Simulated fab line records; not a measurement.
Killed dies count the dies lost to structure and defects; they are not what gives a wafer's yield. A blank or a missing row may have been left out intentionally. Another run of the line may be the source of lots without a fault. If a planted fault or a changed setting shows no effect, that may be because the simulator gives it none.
Chamber matching | flow n5_finfet | rie_diel-05 running N5_BEOL_M10_STRIP_67: 4 sister chambers
The step strips in CF4. 14 wafers are shown with their chamber, then 7 later ones without.

## EACH WAFER AND ITS CHAMBER
wafer  | chamber | showerhead_plenum_p_Torr (Torr) | throttle_valve_pct (%) | oes_product_au (a.u.)
L081.2 | 0       | 1.90                            | 13.58                  | 0.83
L081.4 | 3       | 1.78                            | 13.68                  | 0.70
L081.5 | 3       | 1.78                            | 13.68                  | 0.69
L083.1 | 3       | 1.78                            | 13.66                  | 0.69
L083.2 | 1       | 1.77                            | 13.46                  | 0.90
L083.6 | 3       | 1.78                            | 13.67                  | 0.69
L084.3 | 3       | 1.78                            | 13.69                  | 0.69
L084.5 | 2       | 1.84                            | 13.41                  | 0.68
L084.6 | 1       | 1.77                            | 13.45                  | 0.89
L085.1 | 0       | 1.90                            | 13.58                  | 0.81
L085.3 | 3       | 1.78                            | 13.67                  | 0.68
L085.5 | 2       | 1.84                            | 13.42                  | 0.68
L088.1 | 1       | 1.77                            | 13.48                  | 0.87
L088.4 | 2       | 1.83                            | 13.43                  | 0.67

SIGNATURES (averages over the wafers above)
reading                  | chamber 0 | chamber 1 | chamber 2 | chamber 3 | scatter within a chamber
showerhead_plenum_p_Torr | 1.9000    | 1.7700    | 1.8367    | 1.7800    | 0.00258
throttle_valve_pct       | 13.5800   | 13.4633   | 13.4200   | 13.6750   | 0.011
oes_product_au           | 0.8200    | 0.8867    | 0.6767    | 0.6900    | 0.00966
Rule: for each reading, subtract the chamber's mean from the wafer's reading, divide by that reading's scatter and square the result; add these up over the readings and take the root, which gives the wafer's distance from the chamber. If the next closest chamber is less than 2 further off than the closest, the wafer can't be placed; otherwise it belongs to the closest. The scatter: take each reading less its chamber's mean, square it, sum over the shown wafers, divide by the number of wafers less the number of chambers, and take the root.

## WAFERS MISSING THEIR CHAMBER
wafer  | showerhead_plenum_p_Torr (Torr) | throttle_valve_pct (%) | oes_product_au (a.u.)
L088.5 | 1.77                            | 13.49                  | 0.88
L091.2 | 1.83                            | 13.46                  | 0.67
L091.3 | 1.77                            | 13.50                  | 0.86
L091.6 | 1.77                            | 13.49                  | 0.87
L096.3 | 1.89                            | 13.65                  | 0.79
L096.5 | 1.76                            | 13.53                  | 0.84
L096.6 | 1.83                            | 12.92                  | 0.96

## WHICH CHAMBER EACH WENT THROUGH
wafer  | from the rows above     | in truth
L088.5 | 1                       | 1
L091.2 | 2                       | 2
L091.3 | 1                       | 1
L091.6 | 1                       | 1
L096.3 | 0                       | 0
L096.5 | 1                       | 1
L096.6 | can't be placed: 2 or 1 | 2
6 of 7 placed correctly. From these rows, 1 cannot be placed; in 1 the true chamber is one of the candidates. 0 placed wrongly.
